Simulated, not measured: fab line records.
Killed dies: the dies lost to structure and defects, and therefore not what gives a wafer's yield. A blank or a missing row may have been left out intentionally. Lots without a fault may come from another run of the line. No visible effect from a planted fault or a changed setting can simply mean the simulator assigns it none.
Matching of chambers -- flow nandHarc -- NHARC_P_M0_PRE_CLEAN_31 on pecvd-03: 3 sister chambers
The step time 12 s. 16 wafers are shown with their chamber, then 8 later ones without.

== EACH WAFER AND ITS CHAMBER ==
wafer,chamber,heaterPowerW (W),heaterPowerOuterW (W)
L075.2,2,567,303
L075.3,0,530,305
L075.5,0,515,295
L076.3,0,508,295
L076.5,0,500,278
L076.6,2,680,384
L077.2,0,537,309
L077.4,2,686,381
L077.6,0,529,311
L079.2,0,546,321
L079.5,1,719,388
L079.6,2,627,347
L082.2,1,750,407
L082.4,0,562,318
L082.5,1,754,404
L085.2,2,650,358

SIGNATURES (means of the wafers above)
reading,chamber 0,chamber 1,chamber 2,scatter within a chamber
heaterPowerW,528.38,741.00,642.00,31.6
heaterPowerOuterW,304.00,399.67,354.60,21.3
Rule: a wafer's distance from a chamber is the root of the sum, over the readings, of the square of ((its reading less the chamber's mean) divided by the reading's scatter). The wafer belongs to the nearest chamber; if the next one is less than 2 further off, it can't be placed. The scatter: take each reading less its chamber's mean, square it, sum over the shown wafers, divide by the number of wafers less the number of chambers, and take the root.

== WAFERS MISSING THEIR CHAMBER ==
wafer,heaterPowerW (W),heaterPowerOuterW (W)
L085.3,814,434
L085.5,798,431
L092.3,544,306
L092.4,758,415
L092.5,549,310
L095.1,811,449
L095.4,636,372
L095.5,809,462

== WHICH CHAMBER EACH WENT THROUGH ==
wafer,from the rows above,in truth
L085.3,1,1
L085.5,1,1
L092.3,0,0
L092.4,1,1
L092.5,0,0
L095.1,1,1
L095.4,2,2
L095.5,1,1
Correctly placed: 8 of 8. Can't be placed from these rows: 0. Number placed wrongly: 0.
